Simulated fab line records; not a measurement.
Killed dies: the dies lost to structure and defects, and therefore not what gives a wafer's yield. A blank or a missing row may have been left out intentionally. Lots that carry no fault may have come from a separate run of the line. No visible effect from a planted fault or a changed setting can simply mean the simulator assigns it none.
What tool caused it? | flow n5 finfet | Sampling: 7 lots, 19 wafers, 8 of 1938 route steps

WHAT THE GAUGES SHOWED, per wafer
N5_BEOL_M12_INSPECT_30: inspects for defects (macro). Usual: 2.2 for raw defect count, sd 1.4.
lot  | measured     | on                | raw defect count | flag
L671 | day 10 16:10 | defect inspect-02 | 5 5 1            |
L677 | day 12 15:40 | defect inspect-02 | 3 3 2            |
L680 | day 12 17:07 | defect inspect-02 | 2 4 4            |
L679 | day 12 21:06 | defect inspect-02 | 2 5 1            |
L681 | day 13 12:27 | defect inspect-01 | 4 1              |
L685 | day 14 02:19 | defect inspect-02 | 7 5              |
L690 | day 15 10:14 | defect inspect-02 | 2 4 3            |

N5_BEOL_M12_OCD_MEAS_35. Usual: 318 nm for trench depth nm, sd 4.7.
lot  | measured     | on     | trench depth nm (nm) | flag
L671 | day 10 16:44 | ocd-02 | 317 307 314          |
L677 | day 12 16:13 | ocd-02 | 323 322 321          |
L680 | day 12 17:50 | ocd-01 | 320 284 285          | OFF
L679 | day 12 21:39 | ocd-01 | 322 317 320          |
L681 | day 13 13:01 | ocd-01 | 317 283              | OFF
L685 | day 14 02:53 | ocd-02 | 283 318              | OFF
L690 | day 15 10:47 | ocd-01 | 319 325 323          |

N5_BEOL_M12_THK_MEAS_50: measures by xrf. Usual: M12_THK 325 nm, standard deviation 5.9.
lot  | measured     | on            | M12_THK (nm) | flag
L671 | day 10 18:47 | film metro-01 | 326 316 323  |
L677 | day 12 18:31 | film metro-01 | 333 334 334  |
L680 | day 12 22:50 | film metro-01 | 325 290 290  | OFF
L679 | day 13 04:13 | film metro-01 | 330 326 328  |
L681 | day 13 15:07 | film metro-01 | 327 291      |
L685 | day 14 13:49 | film metro-01 | 292 330      |
L690 | day 15 12:25 | film metro-02 | 322 329 324  |

N5_BEOL_M12_RS_MEAS_54: measurement is done with a four-point probe. Usual: M12_RS 0.0601 ohm/sq, standard deviation 0.00094.
lot  | measured     | on            | M12_RS (ohm/sq)      | flag
L671 | day 10 18:54 | film metro-01 | 0.0606 0.0624 0.0610 |
L677 | day 12 18:38 | film metro-01 | 0.0596 0.0598 0.0597 |
L680 | day 12 22:58 | film metro-02 | 0.0598 0.0677 0.0674 | OFF
L679 | day 13 04:20 | film metro-02 | 0.0592 0.0601 0.0595 |
L681 | day 13 15:16 | film metro-01 | 0.0603 0.0680        | OFF
L685 | day 14 13:57 | film metro-01 | 0.0681 0.0598        | OFF
L690 | day 15 12:32 | film metro-02 | 0.0599 0.0584 0.0591 |

N5_BEOL_M15_RC_MEAS_101. Usual: COMB_M10 1.46e-11 S/m, standard deviation 2.9e-12; COMB_M11 1.4e-11 S/m, standard deviation 3e-12; COMB_M12 6e-12 S/m, standard deviation 1.4e-12; COMB_M13 4.7e-12 S/m, standard deviation 8.5e-13; COMB_M14 3.6e-12 S/m, standard deviation 8.5e-13; COMB_M15 2.4e-12 S/m, standard deviation 6e-13; COMB_M5 3.5e-11 S/m, standard deviation 7.2e-12; COMB_M6 2.4e-11 S/m, standard deviation 5.1e-12; COMB_M7 2.5e-11 S/m, standard deviation 5.5e-12; COMB_M8 2.5e-11 S/m, standard deviation 5.3e-12; COMB_M9 1.5e-11 S/m, standard deviation 3e-12; SERP_M10 3.05 ohm/um, standard deviation 0.085; SERP_M11 3.08 ohm/um, standard deviation 0.11; SERP_M12 0.636 ohm/um, standard deviation 0.017; SERP_M12_max_site 0.648 ohm/um, standard deviation 0.018; SERP_M13 0.312 ohm/um, standard deviation 0.0047; SERP_M13_max_site 0.316 ohm/um, standard deviation 0.005; SERP_M14 0.160 ohm/um, standard deviation 0.0043; SERP_M5 38.0 ohm/um, standard deviation 1.7; SERP_M6 13.6 ohm/um, standard deviation 0.6; SERP_M7 13.9 ohm/um, standard deviation 0.61; SERP_M8 13.8 ohm/um, standard deviation 0.6; SERP_M9 3.07 ohm/um, standard deviation 0.093.
lot  | measured     | on        | COMB_M10 (S/m)             | COMB_M11 (S/m)          | COMB_M12 (S/m)          | COMB_M13 (S/m)          | COMB_M14 (S/m)          | COMB_M15 (S/m)          | COMB_M5 (S/m)           | COMB_M6 (S/m)           | COMB_M7 (S/m)           | COMB_M8 (S/m)           | COMB_M9 (S/m)           | SERP_M10 (ohm/um) | SERP_M11 (ohm/um) | SERP_M12 (ohm/um) | SERP_M12_max_site (ohm/um) | SERP_M13 (ohm/um) | SERP_M13_max_site (ohm/um) | SERP_M14 (ohm/um) | SERP_M5 (ohm/um) | SERP_M6 (ohm/um) | SERP_M7 (ohm/um) | SERP_M8 (ohm/um) | SERP_M9 (ohm/um) | flag
L671 | day 11 11:32 | prober-01 | 1.59e-11 1.28e-11 1.57e-11 | 1.5e-11 1.2e-11 1.5e-11 | 7.1e-12 7.3e-12 6.7e-12 | 4.1e-12 4.5e-12 5.6e-12 | 2.3e-12 3.6e-12 4.9e-12 | 2.1e-12 2.3e-12 1.7e-12 | 3.8e-11 4.6e-11 3.6e-11 | 1.5e-11 2.3e-11 2.2e-11 | 2e-11 2.2e-11 2.2e-11   | 2.9e-11 2.5e-11 2.7e-11 | 1.9e-11 1e-11 1e-11     | 2.94 2.99 3.13    | 3.13 3.14 3.05    | 0.655 0.658 0.638 | 0.683 0.672 0.652          | 0.307 0.318 0.311 | 0.310 0.321 0.315          | 0.166 0.167 0.162 | 41.1 36.7 39.3   | 13.6 14.7 14.3   | 14.2 13.1 14.2   | 13.8 13.4 14.5   | 3.09 3.22 3.09   |
L677 | day 13 16:19 | prober-02 | 1.55e-11 1.35e-11 1.26e-11 | 1.9e-11 1.3e-11 1.2e-11 | 6.8e-12 5.3e-12 6e-12   | 4.4e-12 6.4e-12 5.9e-12 | 3.9e-12 4e-12 3.5e-12   | 1.3e-12 2.9e-12 2.4e-12 | 3.5e-11 2.7e-11 4.3e-11 | 2e-11 3e-11 2.9e-11     | 2.8e-11 2.2e-11 2e-11   | 3.1e-11 2.9e-11 3.7e-11 | 1e-11 1.6e-11 1.2e-11   | 3.04 3.06 3.09    | 2.96 3.16 3.18    | 0.632 0.627 0.645 | 0.648 0.638 0.650          | 0.318 0.314 0.319 | 0.322 0.319 0.321          | 0.160 0.168 0.157 | 36.8 36.7 36.2   | 13.6 13.8 13.8   | 12.8 13.1 13.2   | 13.8 13.2 13.2   | 3.05 3.02 3.03   |
L680 | day 13 17:07 | prober-01 | 1.59e-11 1.33e-11 1.19e-11 | 1.5e-11 2.3e-11 1.9e-11 | 6.9e-12 5.6e-12 5.1e-12 | 4.3e-12 3.9e-12 5.5e-12 | 3e-12 3.2e-12 3.7e-12   | 2.7e-12 2.1e-12 2.3e-12 | 5e-11 3.2e-11 3.6e-11   | 1.6e-11 2.1e-11 1.9e-11 | 1.8e-11 1.6e-11 2.3e-11 | 3.1e-11 3.6e-11 3.7e-11 | 1.1e-11 1e-11 1e-11     | 2.94 3.09 2.86    | 3.09 3.02 3.04    | 0.634 0.714 0.718 | 0.646 0.733 0.739          | 0.314 0.307 0.317 | 0.318 0.311 0.319          | 0.163 0.161 0.161 | 37.8 37.2 37.8   | 13.9 13.8 13.0   | 14.9 14.8 13.5   | 13.6 14.1 14.3   | 3.16 2.97 2.96   | OFF
L679 | day 13 22:32 | prober-01 | 1.45e-11 9.2e-12 1.42e-11  | 1.1e-11 1.2e-11 1e-11   | 8.1e-12 9.8e-12 6.5e-12 | 4.5e-12 5e-12 5.3e-12   | 4.3e-12 4.6e-12 3.3e-12 | 2e-12 3.8e-12 2.8e-12   | 4.9e-11 3.6e-11 2.4e-11 | 2.6e-11 2.3e-11 2.2e-11 | 2.3e-11 2.5e-11 2.6e-11 | 2.7e-11 2.5e-11 2.4e-11 | 1.4e-11 1.9e-11 1.4e-11 | 3.09 3.10 3.10    | 2.90 2.95 2.93    | 0.628 0.645 0.641 | 0.651 0.659 0.659          | 0.314 0.306 0.319 | 0.319 0.308 0.323          | 0.156 0.158 0.169 | 37.6 39.1 36.2   | 13.7 13.5 12.7   | 12.9 13.2 13.8   | 14.3 14.9 15.3   | 2.97 3.07 3.19   |
L681 | day 14 13:28 | prober-02 | 1.54e-11 1.2e-11           | 1.5e-11 1.2e-11         | 6e-12 6.2e-12           | 4.5e-12 5.7e-12         | 3.2e-12 3.6e-12         | 2.3e-12 2.6e-12         | 5.1e-11 3.7e-11         | 2.7e-11 2.7e-11         | 2.5e-11 2e-11           | 2.4e-11 2.3e-11         | 1.2e-11 1.3e-11         | 3.02 3.15         | 3.27 3.12         | 0.636 0.698       | 0.651 0.714                | 0.313 0.320       | 0.316 0.323                | 0.154 0.167       | 39.4 37.5        | 13.5 14.0        | 13.6 13.5        | 13.5 13.1        | 3.16 3.13        |
L685 | day 15 08:23 | prober-02 | 1.22e-11 1.67e-11          | 1.8e-11 1.3e-11         | 6.8e-12 6.4e-12         | 4.9e-12 3.9e-12         | 2.2e-12 4.3e-12         | 2.9e-12 2.2e-12         | 3.5e-11 3e-11           | 2.5e-11 2.3e-11         | 2.7e-11 2.1e-11         | 2.8e-11 1.6e-11         | 1.2e-11 1.2e-11         | 3.06 3.05         | 3.00 3.31         | 0.722 0.620       | 0.730 0.625                | 0.318 0.307       | 0.322 0.312                | 0.159 0.158       | 39.4 40.3        | 13.4 13.3        | 13.3 14.4        | 13.4 13.6        | 3.16 3.07        |
L690 | day 16 09:28 | prober-02 | 1.45e-11 1.01e-11 1.3e-11  | 1.6e-11 1.7e-11 1.5e-11 | 7.3e-12 4.1e-12 3.9e-12 | 5.8e-12 3.5e-12 4.2e-12 | 4.7e-12 2.2e-12 3.3e-12 | 2.6e-12 2.6e-12 2.2e-12 | 2.8e-11 3e-11 2.9e-11   | 3e-11 2.3e-11 3.5e-11   | 3.6e-11 2e-11 2.6e-11   | 1.9e-11 2e-11 2.2e-11   | 1.7e-11 2.2e-11 1.2e-11 | 3.22 2.87 3.11    | 2.98 3.02 2.99    | 0.619 0.621 0.629 | 0.632 0.632 0.647          | 0.303 0.310 0.310 | 0.306 0.312 0.312          | 0.162 0.153 0.153 | 36.2 36.1 35.4   | 12.6 13.4 12.5   | 13.3 13.2 13.1   | 13.6 13.2 12.6   | 3.08 3.28 2.99   |

WHAT TOOL EACH LOT RAN ON (gives the tool, then ch and the chambers of the sampled wafers, and finally the start)
lot  | N5_BEOL_M12_ETCH_68                | N5_BEOL_M12_TRENCH_ETCH_34         | N5_BEOL_M12_PRE_CLEAN_42
L671 | rie diel-03 ch 0,1,3, day 10 16:28 | rie diel-03 ch 0,1,3, day 10 16:38 | pvd sputter-01, day 10 17:37
L677 | rie diel-03 ch 2,3, day 12 15:53   | rie diel-03 ch 2,3, day 12 16:04   | pvd sputter-02, day 12 17:25
L680 | rie diel-03 ch 0,1, day 12 17:29   | rie diel-03 ch 0,1, day 12 17:40   | pvd sputter-01, day 12 21:47
L679 | rie diel-05 ch 0,1,2, day 12 21:19 | rie diel-05 ch 0,1,2, day 12 21:30 | pvd sputter-01, day 13 03:04
L681 | rie diel-03 ch 0,2, day 13 12:41   | rie diel-03 ch 0,2, day 13 12:52   | pvd sputter-02, day 13 14:04
L685 | rie diel-03 ch 1,2, day 14 02:32   | rie diel-03 ch 1,2, day 14 02:43   | pvd sputter-01, day 14 12:45
L690 | rie diel-05 ch 1,3, day 15 10:26   | rie diel-05 ch 1,3, day 15 10:37   | pvd sputter-03, day 15 11:19
- N5_BEOL_M12_ETCH_68: etches SOC in N2/H2, time 285 s.
- N5_BEOL_M12_TRENCH_ETCH_34: etches SiOC in C4F8/O2/Ar, target depth 318.95 nm, time 125.5 s.
- N5_BEOL_M12_PRE_CLEAN_42: time 30 s.

AS READ BY THE TOOLS THEMSELVES (means over the sampled wafers that have a number; for cases with no such wafer, the mark the record gives instead)
N5_BEOL_M12_ETCH_68. Usual: drypump motor current A 5.8 A, standard deviation 0.4; oes product au 0.83 a.u., standard deviation 0.089; rf vpp V 524.9 V, standard deviation 2.7; showerhead plenum p Torr 2.58 Torr, standard deviation 0.096; throttle valve pct 17.65 %, standard deviation 0.28.
lot  | tool        | drypump motor current A (A) | oes product au (a.u.) | rf vpp V (V) | showerhead plenum p Torr (Torr) | throttle valve pct (%) | flag
L671 | rie diel-03 | 5.7                         | 0.81                  | 523.9        | 2.55                            | 17.67                  |
L677 | rie diel-03 | 5.6                         | 0.88                  | 523.3        | 2.54                            | 17.49                  |
L680 | rie diel-03 | 5.8                         | 0.87                  | 524.8        | 2.59                            | 17.69                  |
L679 | rie diel-05 | 5.8                         | 0.76                  | 525.1        | 2.59                            | 17.75                  |
L681 | rie diel-03 | 5.8                         | 0.93                  | 526.1        | 2.64                            | 17.13                  |
L685 | rie diel-03 | 5.8                         | 0.84                  | 526.4        | 2.63                            | 17.64                  |
L690 | rie diel-05 | 5.7                         | 0.95                  | 524.9        | 2.56                            | 17.41                  |

N5_BEOL_M12_TRENCH_ETCH_34. Usual: drypump motor current A 5.8 A, standard deviation 0.4; oes product au 0.83 a.u., standard deviation 0.089; rf vpp V 667 V, standard deviation 3.3; showerhead plenum p Torr 3.46 Torr, standard deviation 0.12; throttle valve pct 24.08 %, standard deviation 0.24.
lot  | tool        | drypump motor current A (A) | oes product au (a.u.) | rf vpp V (V) | showerhead plenum p Torr (Torr) | throttle valve pct (%) | flag
L671 | rie diel-03 | 5.7                         | 0.80                  | 665          | 3.43                            | 24.05                  |
L677 | rie diel-03 | 5.6                         | 0.88                  | 666          | 3.44                            | 24.11                  |
L680 | rie diel-03 | 5.8                         | 0.87                  | 667          | 3.45                            | 23.98                  |
L679 | rie diel-05 | 5.8                         | 0.77                  | 666          | 3.47                            | 24.13                  |
L681 | rie diel-03 | 5.8                         | 0.93                  | 670          | 3.56                            | 23.72                  |
L685 | rie diel-03 | 5.8                         | 0.84                  | 668          | 3.52                            | 24.04                  |
L690 | rie diel-05 | 5.7                         | 0.95                  | 667          | 3.43                            | 23.86                  |

N5_BEOL_M12_PRE_CLEAN_42. Usual: heater power w 331 W, standard deviation 46; susceptor temp C 250.00 C, standard deviation 0.18.
lot  | tool           | heater power w (W) | susceptor temp C (C) | flag
L671 | pvd sputter-01 | 302                | 249.82               |
L677 | pvd sputter-02 | 303                | 249.86               |
L680 | pvd sputter-01 | 323                | 249.89               |
L679 | pvd sputter-01 | 339                | 250.19               |
L681 | pvd sputter-02 | 420                | 249.77               |
L685 | pvd sputter-01 | 296                | 249.93               |
L690 | pvd sputter-03 | 294                | 249.89               |

THE ANSWER, worked out from the rows above alone
Rule: lot off if the mean of its wafers having a number is beyond 3 standard deviations from the usual mean. Also off: a lot with no number at a reading for which 4 or more lots have one. All remaining lots with rows at the step are treated as sound. The gauges are gone through in route order, then the tools' own readings, and for those a lot's mean is taken as printed above. The first step at which some lot is off is used, and at that step the reading that is off furthest; a lot without a number counts as furthest.
Off: L680, L681, L685 (N5_BEOL_M12_OCD_MEAS_35, trench depth nm).
If a tool, at a process step before that reading, ran all the lots that are off and no sound lot after the first of them, it fits. Not tried: the gauges at N5_BEOL_M12_OCD_MEAS_35; whatever is off there is also off at N5_BEOL_M12_RS_MEAS_54, on other tools, and gauge error can't account for it. One fits: N5_BEOL_M12_ETCH_68 and N5_BEOL_M12_TRENCH_ETCH_34 on rie diel-03. At N5_BEOL_M12_ETCH_68 its last sound lot is L677 (day 12 15:53), its first lot that is off L680 (day 12 17:29): a fault that began between those two fits.

WHAT HAD BEEN PUT IN BY THE SIMULATOR
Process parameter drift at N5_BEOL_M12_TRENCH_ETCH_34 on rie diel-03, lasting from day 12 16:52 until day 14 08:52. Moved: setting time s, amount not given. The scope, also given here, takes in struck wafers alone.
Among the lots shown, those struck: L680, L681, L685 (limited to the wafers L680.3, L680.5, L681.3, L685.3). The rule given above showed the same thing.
